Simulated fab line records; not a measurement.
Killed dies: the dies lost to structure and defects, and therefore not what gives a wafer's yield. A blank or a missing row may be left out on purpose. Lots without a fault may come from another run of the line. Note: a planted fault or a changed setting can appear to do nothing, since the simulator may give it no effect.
The tool behind it: which one? | flow n5Finfet | 24 lots with 72 wafers sampled at 6 steps, on a route of 1938 steps

WHAT THE GAUGES SHOWED, per wafer
N5_BEOL_M0_SAQP_THK_MEAS_05. Usual: 59.9 nm for thkNm, sd 0.72.
lot  | measured     | on           | thkNm (nm)     | flag
L074 | day 5 11:28  | filmMetro-02 | 59.2 59.7 60.2 | 
L075 | day 5 19:35  | filmMetro-02 | 58.5 59.8 60.7 | 
L076 | day 6 00:22  | filmMetro-01 | 59.9 59.9 59.9 | 
L077 | day 6 03:08  | filmMetro-01 | 60.2 60.5 59.9 | 
L078 | day 6 10:46  | filmMetro-01 | 59.6 60.5 60.7 | 
L079 | day 6 17:59  | filmMetro-01 | 59.1 61.1 60.9 | 
L080 | day 7 02:00  | filmMetro-01 | 59.6 59.6 59.6 | 
L081 | day 7 06:59  | filmMetro-01 | 59.6 60.7 60.1 | 
L082 | day 7 09:39  | filmMetro-02 | 57.9 60.0 58.3 | 
L083 | day 7 17:05  | filmMetro-02 | 60.8 59.9 60.8 | 
L084 | day 8 01:48  | filmMetro-01 | 59.4 59.7 59.3 | 
L085 | day 8 03:28  | filmMetro-01 | 59.7 60.1 59.5 | 
L086 | day 8 15:17  | filmMetro-02 | 60.3 58.9 61.0 | 
L087 | day 8 18:35  | filmMetro-02 | 59.6 58.6 60.4 | 
L088 | day 8 23:52  | filmMetro-01 | 58.8 60.3 61.1 | 
L089 | day 9 07:21  | filmMetro-01 | 59.7 59.0 59.3 | 
L090 | day 9 13:14  | filmMetro-02 | 60.2 60.5 60.6 | 
L091 | day 9 16:20  | filmMetro-01 | 60.6 59.2 61.5 | 
L092 | day 9 19:07  | filmMetro-01 | 59.7 59.3 60.5 | 
L093 | day 10 01:56 | filmMetro-02 | 60.1 60.4 59.9 | 
L094 | day 10 18:35 | filmMetro-01 | 59.5 59.8 60.6 | 
L095 | day 10 23:08 | filmMetro-02 | 59.3 59.5 59.5 | 
L096 | day 11 00:44 | filmMetro-01 | 58.1 59.7 59.0 | 
L097 | day 11 06:20 | filmMetro-02 | 60.0 59.2 59.4 | 

WHAT TOOL EACH LOT RAN ON (gives the tool, then ch and the chambers of the sampled wafers, and finally the start)
lot  | N5_MOL_CONTACT_COAG_PRE_CLEAN_142 | N5_MOL_CONTACT_COAG_DESCUM_88     | N5_MOL_CONTACT_COAG_ETCH_90       | N5_MOL_CONTACT_COAG_STRIP_49        | N5_BEOL_M0_SAQP_ILD_DEP_01
L074 | pvdSputter-03, day 4 22:33        | rieDiel-03 ch 1,2,3, day 5 03:20  | rieDiel-03 ch 1,2,3, day 5 03:23  | plasmaAsher-01 ch 0,1, day 5 05:28  | pecvd-03 ch 1,2, day 5 09:46
L075 | pvdSputter-03, day 5 06:59        | rieDiel-04 ch 0,2,3, day 5 11:14  | rieDiel-04 ch 0,2,3, day 5 11:17  | plasmaAsher-02 ch 0, day 5 14:13    | pecvd-04 ch 0,1,2, day 5 18:31
L076 | pvdSputter-01, day 5 10:59        | rieDiel-04 ch 0,1,2, day 5 15:12  | rieDiel-04 ch 0,1,2, day 5 15:15  | plasmaAsher-01 ch 0,1, day 5 18:21  | pecvd-03 ch 0,1, day 5 22:41
L077 | pvdSputter-02, day 5 14:08        | rieDiel-04 ch 2,3, day 5 19:03    | rieDiel-04 ch 2,3, day 5 19:06    | plasmaAsher-01 ch 0,1, day 5 21:43  | pecvd-03 ch 0,1,2, day 6 02:02
L078 | pvdSputter-02, day 5 20:37        | rieDiel-04 ch 2,3, day 6 01:30    | rieDiel-04 ch 2,3, day 6 01:34    | plasmaAsher-01 ch 0,1, day 6 03:49  | pecvd-03 ch 0,1,2, day 6 08:09
L079 | pvdSputter-01, day 6 06:13        | rieDiel-04 ch 0,1, day 6 10:21    | rieDiel-04 ch 0,1, day 6 10:25    | plasmaAsher-01 ch 0, day 6 12:31    | pecvd-02 ch 0,1,2, day 6 16:49
L080 | pvdSputter-01, day 6 14:29        | rieDiel-03 ch 0,2,3, day 6 18:43  | rieDiel-03 ch 0,2,3, day 6 18:47  | plasmaAsher-01 ch 0,1, day 6 20:59  | pecvd-03 ch 0,1,2, day 7 01:17
L081 | pvdSputter-01, day 6 19:37        | rieDiel-04 ch 0,1, day 6 23:43    | rieDiel-04 ch 0,1, day 6 23:46    | plasmaAsher-02 ch 0,1, day 7 01:58  | pecvd-04 ch 1,2, day 7 06:16
L082 | pvdSputter-01, day 6 19:59        | rieDiel-03 ch 1,2,3, day 7 01:13  | rieDiel-03 ch 1,2,3, day 7 01:17  | plasmaAsher-02 ch 0,1, day 7 03:29  | pecvd-03 ch 0,1,2, day 7 09:16
L083 | pvdSputter-02, day 7 05:37        | rieDiel-03 ch 0,1,3, day 7 09:35  | rieDiel-03 ch 0,1,3, day 7 09:39  | plasmaAsher-02 ch 0,1, day 7 11:59  | pecvd-02 ch 0,1,2, day 7 16:19
L084 | pvdSputter-02, day 7 12:19        | rieDiel-02 ch 0,2, day 7 16:44    | rieDiel-02 ch 0,2, day 7 16:47    | plasmaAsher-02 ch 0,1, day 7 18:52  | pecvd-02 ch 0,2, day 7 23:11
L085 | pvdSputter-01, day 7 15:05        | rieDiel-02 ch 1,3, day 7 19:36    | rieDiel-02 ch 1,3, day 7 19:40    | plasmaAsher-02 ch 0,1, day 7 21:48  | pecvd-02 ch 1,2, day 8 02:12
L086 | pvdSputter-02, day 8 02:19        | rieDiel-02 ch 0,2,3, day 8 06:46  | rieDiel-02 ch 0,2,3, day 8 06:49  | plasmaAsher-01 ch 0,1, day 8 09:31  | pecvd-02 ch 1,2, day 8 13:50
L087 | pvdSputter-01, day 8 06:23        | rieDiel-04 ch 2,3, day 8 10:29    | rieDiel-04 ch 2,3, day 8 10:32    | plasmaAsher-02 ch 0,1, day 8 13:14  | pecvd-03 ch 0,1,2, day 8 17:33
L088 | pvdSputter-01, day 8 10:18        | rieDiel-04 ch 1,2, day 8 14:50    | rieDiel-04 ch 1,2, day 8 14:53    | plasmaAsher-02 ch 0, day 8 17:04    | pecvd-03 ch 0,1,2, day 8 21:22
L089 | pvdSputter-02, day 8 17:49        | rieDiel-04 ch 1,2,3, day 8 23:19  | rieDiel-04 ch 1,2,3, day 8 23:22  | plasmaAsher-02 ch 0,1, day 9 01:56  | pecvd-02 ch 1,2, day 9 06:26
L090 | pvdSputter-02, day 8 23:28        | rieDiel-03 ch 1,2,3, day 9 04:41  | rieDiel-03 ch 1,2,3, day 9 04:44  | plasmaAsher-02 ch 0,1, day 9 07:11  | pecvd-03 ch 0,1,2, day 9 11:30
L091 | pvdSputter-03, day 9 03:44        | rieDiel-02 ch 1,3, day 9 07:51    | rieDiel-02 ch 1,3, day 9 07:54    | plasmaAsher-02 ch 0,1, day 9 09:55  | pecvd-02 ch 0,1, day 9 14:31
L092 | pvdSputter-02, day 9 06:52        | rieDiel-04 ch 1,2,3, day 9 10:55  | rieDiel-04 ch 1,2,3, day 9 10:59  | plasmaAsher-01 ch 0,1, day 9 12:58  | pecvd-03 ch 0,1,2, day 9 17:31
L093 | pvdSputter-02, day 9 13:07        | rieDiel-02 ch 0,1,3, day 9 17:22  | rieDiel-02 ch 0,1,3, day 9 17:25  | plasmaAsher-01 ch 0,1, day 9 19:31  | pecvd-03 ch 0,1,2, day 9 23:50
L094 | pvdSputter-01, day 10 03:43       | rieDiel-04 ch 2,3, day 10 10:22   | rieDiel-04 ch 2,3, day 10 10:25   | plasmaAsher-02 ch 0,1, day 10 12:46 | pecvd-03 ch 0,1, day 10 17:32
L095 | pvdSputter-02, day 10 06:07       | rieDiel-04 ch 0,3, day 10 10:28   | rieDiel-04 ch 0,3, day 10 10:32   | plasmaAsher-02 ch 1, day 10 12:58   | pecvd-02 ch 0,2, day 10 20:34
L096 | pvdSputter-02, day 10 12:49       | rieDiel-03 ch 1,2,3, day 10 17:18 | rieDiel-03 ch 1,2,3, day 10 17:22 | plasmaAsher-02 ch 0, day 10 19:32   | pecvd-02 ch 0,1, day 10 23:50
L097 | pvdSputter-03, day 10 17:54       | rieDiel-02 ch 1,2,3, day 10 21:53 | rieDiel-02 ch 1,2,3, day 10 21:57 | plasmaAsher-01 ch 0,1, day 11 00:29 | pecvd-02 ch 0,1, day 11 04:49
- N5_MOL_CONTACT_COAG_PRE_CLEAN_142: time 60 s.
- N5_MOL_CONTACT_COAG_DESCUM_88: chemistry O2, time 7 s.
- N5_MOL_CONTACT_COAG_ETCH_90: etches SiARC in CF4, target depth 13 nm, time 21.7 s.
- N5_MOL_CONTACT_COAG_STRIP_49: strips in N2/H2, time 30 s.
- N5_BEOL_M0_SAQP_ILD_DEP_01: deposits SiOC from DEMS/O2, target thk 45.419 nm, time 8.7 s.

AS READ BY THE TOOLS THEMSELVES (means over the sampled wafers that have a number; for cases with no such wafer, the mark the record gives instead)
N5_MOL_CONTACT_COAG_PRE_CLEAN_142. Usual: 453 W for heaterPowerW, sd 58.
lot  | tool          | heaterPowerW (W) | flag
L074 | pvdSputter-03 | 471              | 
L075 | pvdSputter-03 | 529              | 
L076 | pvdSputter-01 | 403              | 
L077 | pvdSputter-02 | 454              | 
L078 | pvdSputter-02 | 471              | 
L079 | pvdSputter-01 | 408              | 
L080 | pvdSputter-01 | 398              | 
L081 | pvdSputter-01 | 429              | 
L082 | pvdSputter-01 | 410              | 
L083 | pvdSputter-02 | 461              | 
L084 | pvdSputter-02 | 473              | 
L085 | pvdSputter-01 | 397              | 
L086 | pvdSputter-02 | 423              | 
L087 | pvdSputter-01 | 424              | 
L088 | pvdSputter-01 | 413              | 
L089 | pvdSputter-02 | 466              | 
L090 | pvdSputter-02 | 471              | 
L091 | pvdSputter-03 | 461              | 
L092 | pvdSputter-02 | 509              | 
L093 | pvdSputter-02 | 434              | 
L094 | pvdSputter-01 | 431              | 
L095 | pvdSputter-02 | 461              | 
L096 | pvdSputter-02 | 512              | 
L097 | pvdSputter-03 | 527              | 

N5_MOL_CONTACT_COAG_DESCUM_88. Usual: drypumpMotorCurrentA 5.6 A, standard deviation 0.5; oesProductAu 0.80 a.u., standard deviation 0.1; rfVppV 243.0 V, standard deviation 1.2; showerheadPlenumPTorr 2.08 Torr, standard deviation 0.062; throttleValvePct 20.44 %, standard deviation 0.26.
lot  | tool       | drypumpMotorCurrentA (A) | oesProductAu (a.u.) | rfVppV (V) | showerheadPlenumPTorr (Torr) | throttleValvePct (%) | flag
L074 | rieDiel-03 | 5.5                      | 0.78                | 243.5      | 2.11                         | 20.31                | 
L075 | rieDiel-04 | 5.4                      | 0.70                | 242.7      | 2.06                         | 20.53                | 
L076 | rieDiel-04 | 5.3                      | 0.72                | 243.7      | 2.10                         | 20.64                | 
L077 | rieDiel-04 | 5.8                      | 0.70                | 242.7      | 2.07                         | 20.54                | 
L078 | rieDiel-04 | 5.8                      | 0.70                | 242.2      | 2.07                         | 20.55                | 
L079 | rieDiel-04 | 5.3                      | 0.71                | 243.4      | 2.08                         | 20.61                | 
L080 | rieDiel-03 | 5.7                      | 0.79                | 243.9      | 2.11                         | 20.49                | 
L081 | rieDiel-04 | 5.3                      | 0.70                | 243.1      | 2.08                         | 20.62                | 
L082 | rieDiel-03 | 5.4                      | 0.76                | 243.1      | 2.11                         | 20.33                | 
L083 | rieDiel-03 | 5.5                      | 0.83                | 243.7      | 2.10                         | 20.41                | 
L084 | rieDiel-02 | 5.2                      | 0.81                | 242.1      | 2.02                         | 20.48                | 
L085 | rieDiel-02 | 6.0                      | 0.76                | 243.4      | 2.11                         | 20.20                | 
L086 | rieDiel-02 | 5.2                      | 0.82                | 243.0      | 2.08                         | 20.48                | 
L087 | rieDiel-04 | 5.4                      | 0.96                | 242.0      | 2.07                         | 20.23                | 
L088 | rieDiel-04 | 5.4                      | 0.88                | 243.1      | 2.10                         | 20.49                | 
L089 | rieDiel-04 | 5.8                      | 0.86                | 243.1      | 2.10                         | 20.40                | 
L090 | rieDiel-03 | 5.5                      | 0.75                | 244.2      | 2.10                         | 20.36                | 
L091 | rieDiel-02 | 6.0                      | 0.96                | 244.0      | 2.11                         | 19.97                | 
L092 | rieDiel-04 | 5.8                      | 0.86                | 242.9      | 2.09                         | 20.42                | 
L093 | rieDiel-02 | 5.6                      | 0.85                | 243.5      | 2.08                         | 20.32                | 
L094 | rieDiel-04 | 5.8                      | 0.89                | 242.3      | 2.05                         | 20.19                | 
L095 | rieDiel-04 | 5.8                      | 0.91                | 241.7      | 2.04                         | 20.14                | 
L096 | rieDiel-03 | 5.5                      | 0.73                | 242.9      | 2.09                         | 20.39                | 
L097 | rieDiel-02 | 5.6                      | 0.87                | 242.9      | 2.10                         | 20.18                | 

N5_MOL_CONTACT_COAG_ETCH_90. Usual: for drypumpMotorCurrentA, 5.6 A with a standard deviation of 0.5; for etchRfOnTimeS, 21.7 s with a standard deviation of 0.35; for mfcArSccm, 100.0 sccm with a standard deviation of 0.33; for oesProductAu, 0.68 a.u. with a standard deviation of 0.085; for rfVppV, 184.0 V with a standard deviation of 1; for showerheadPlenumPTorr, 2.13 Torr with a standard deviation of 0.063; for throttleValvePct, 15.59 % with a standard deviation of 0.29.
lot  | tool       | drypumpMotorCurrentA (A) | etchRfOnTimeS (s) | mfcArSccm (sccm) | oesProductAu (a.u.) | rfVppV (V) | showerheadPlenumPTorr (Torr) | throttleValvePct (%) | flag
L074 | rieDiel-03 | 5.4                      | 21.6              | 100.0            | 0.68                | 184.0      | 2.15                         | 15.52                | 
L075 | rieDiel-04 | 5.4                      | 21.6              | 100.3            | 0.60                | 183.5      | 2.10                         | 15.73                | 
L076 | rieDiel-04 | 5.3                      | 21.9              | 100.1            | 0.62                | 184.2      | 2.14                         | 15.81                | 
L077 | rieDiel-04 | 5.8                      | 21.8              | 99.8             | 0.60                | 183.6      | 2.10                         | 15.69                | 
L078 | rieDiel-04 | 5.8                      | 22.2              | 100.2            | 0.59                | 183.9      | 2.10                         | 15.68                | 
L079 | rieDiel-04 | 5.3                      | 21.6              | 100.1            | 0.61                | 184.5      | 2.14                         | 15.86                | 
L080 | rieDiel-03 | 5.7                      | 21.8              | 100.4            | 0.68                | 184.2      | 2.15                         | 15.68                | 
L081 | rieDiel-04 | 5.3                      | 21.8              | 99.8             | 0.60                | 184.6      | 2.14                         | 15.88                | 
L082 | rieDiel-03 | 5.4                      | 21.7              | 100.0            | 0.66                | 184.0      | 2.15                         | 15.55                | 
L083 | rieDiel-03 | 5.5                      | 21.5              | 100.4            | 0.71                | 184.0      | 2.14                         | 15.59                | 
L084 | rieDiel-02 | 5.2                      | 21.6              | 100.0            | 0.69                | 183.0      | 2.07                         | 15.62                | 
L085 | rieDiel-02 | 6.0                      | 21.9              | 100.2            | 0.65                | 184.2      | 2.16                         | 15.41                | 
L086 | rieDiel-02 | 5.2                      | 21.5              | 100.0            | 0.70                | 184.5      | 2.13                         | 15.60                | 
L087 | rieDiel-04 | 5.4                      | 21.7              | 100.2            | 0.82                | 184.5      | 2.10                         | 15.25                | 
L088 | rieDiel-04 | 5.4                      | 21.3              | 100.1            | 0.75                | 184.4      | 2.14                         | 15.52                | 
L089 | rieDiel-04 | 5.7                      | 21.8              | 100.2            | 0.74                | 184.5      | 2.13                         | 15.48                | 
L090 | rieDiel-03 | 5.4                      | 22.0              | 99.9             | 0.63                | 183.8      | 2.14                         | 15.59                | 
L091 | rieDiel-02 | 6.0                      | 21.3              | 99.7             | 0.81                | 184.4      | 2.15                         | 15.11                | 
L092 | rieDiel-04 | 5.8                      | 21.7              | 100.3            | 0.73                | 184.8      | 2.13                         | 15.48                | 
L093 | rieDiel-02 | 5.6                      | 21.6              | 100.4            | 0.72                | 183.7      | 2.13                         | 15.50                | 
L094 | rieDiel-04 | 5.8                      | 21.7              | 100.0            | 0.77                | 183.6      | 2.09                         | 15.23                | 
L095 | rieDiel-04 | 5.8                      | 21.7              | 99.8             | 0.78                | 183.7      | 2.09                         | 15.27                | 
L096 | rieDiel-03 | 5.5                      | 21.9              | 99.9             | 0.63                | 183.7      | 2.14                         | 15.63                | 
L097 | rieDiel-02 | 5.6                      | 21.6              | 99.7             | 0.74                | 183.9      | 2.14                         | 15.28                | 

N5_MOL_CONTACT_COAG_STRIP_49. Usual: drypumpMotorCurrentA 5.6 A, standard deviation 0.36; heaterPowerW 375 W, standard deviation 21.
lot  | tool           | drypumpMotorCurrentA (A) | heaterPowerW (W) | flag
L074 | plasmaAsher-01 | 5.8                      | 389              | 
L075 | plasmaAsher-02 | 5.6                      | 374              | 
L076 | plasmaAsher-01 | 5.8                      | 394              | 
L077 | plasmaAsher-01 | 5.4                      | 373              | 
L078 | plasmaAsher-01 | 5.4                      | 378              | 
L079 | plasmaAsher-01 | 5.1                      | 356              | 
L080 | plasmaAsher-01 | 5.8                      | 392              | 
L081 | plasmaAsher-02 | 5.5                      | 371              | 
L082 | plasmaAsher-02 | 5.5                      | 366              | 
L083 | plasmaAsher-02 | 5.5                      | 362              | 
L084 | plasmaAsher-02 | 5.6                      | 371              | 
L085 | plasmaAsher-02 | 5.5                      | 372              | 
L086 | plasmaAsher-01 | 5.8                      | 388              | 
L087 | plasmaAsher-02 | 5.6                      | 378              | 
L088 | plasmaAsher-02 | 5.6                      | 376              | 
L089 | plasmaAsher-02 | 5.5                      | 369              | 
L090 | plasmaAsher-02 | 5.5                      | 364              | 
L091 | plasmaAsher-02 | 5.5                      | 364              | 
L092 | plasmaAsher-01 | 5.8                      | 394              | 
L093 | plasmaAsher-01 | 5.4                      | 380              | 
L094 | plasmaAsher-02 | 5.5                      | 373              | 
L095 | plasmaAsher-02 | 5.4                      | 360              | 
L096 | plasmaAsher-02 | 5.6                      | 375              | 
L097 | plasmaAsher-01 | 5.5                      | 367              | 

N5_BEOL_M0_SAQP_ILD_DEP_01. Usual: heaterPowerW 477 W, standard deviation 36; showerheadPlenumPTorr 5.697 Torr, standard deviation 0.015; throttleValvePct 11.9 %, standard deviation 0.61.
lot  | tool     | heaterPowerW (W) | showerheadPlenumPTorr (Torr) | throttleValvePct (%) | flag
L074 | pecvd-03 | 465              | 5.707                        | 11.5                 | 
L075 | pecvd-04 | 475              | 5.682                        | 11.7                 | 
L076 | pecvd-03 | 520              | 5.705                        | 11.9                 | 
L077 | pecvd-03 | 487              | 5.694                        | 11.7                 | 
L078 | pecvd-03 | 488              | 5.710                        | 11.7                 | 
L079 | pecvd-02 | 475              | 5.696                        | 12.3                 | 
L080 | pecvd-03 | 518              | 5.704                        | 11.6                 | 
L081 | pecvd-04 | 418              | 5.672                        | 11.8                 | 
L082 | pecvd-03 | 454              | 5.697                        | 11.6                 | 
L083 | pecvd-02 | 463              | 5.698                        | 12.6                 | 
L084 | pecvd-02 | 461              | 5.692                        | 12.4                 | 
L085 | pecvd-02 | 461              | 5.693                        | 12.0                 | 
L086 | pecvd-02 | 488              | 5.691                        | 11.9                 | 
L087 | pecvd-03 | 503              | 5.702                        | 11.6                 | 
L088 | pecvd-03 | 473              | 5.706                        | 11.6                 | 
L089 | pecvd-02 | 482              | 5.695                        | 12.0                 | 
L090 | pecvd-03 | 477              | 5.711                        | 11.6                 | 
L091 | pecvd-02 | 432              | 5.699                        | 12.2                 | 
L092 | pecvd-03 | 478              | 5.704                        | 11.6                 | 
L093 | pecvd-03 | 480              | 5.699                        | 11.6                 | 
L094 | pecvd-03 | 496              | 5.705                        | 11.8                 | 
L095 | pecvd-02 | 473              | 5.690                        | 12.5                 | 
L096 | pecvd-02 | 451              | 5.697                        | 12.3                 | 
L097 | pecvd-02 | 453              | 5.696                        | 12.9                 | 

THE ANSWER, worked out from the rows above alone
Rule: take the mean of a lot's wafers that have a number; if it is more than 3 standard deviations from the usual mean, the lot is off. Also off: a lot with no number at a reading for which 4 or more lots have one. Where the step has rows for the other lots, those lots are counted as sound. The gauges are gone through in route order, then the tools' own readings, and for those a lot's mean is taken as printed above. At the first step where some lot is off, the reading lying furthest off is the one used; lots without a number count as furthest.
No lot is off at any reading shown: from this, nothing can be told.

WHAT HAD BEEN PUT IN BY THE SIMULATOR
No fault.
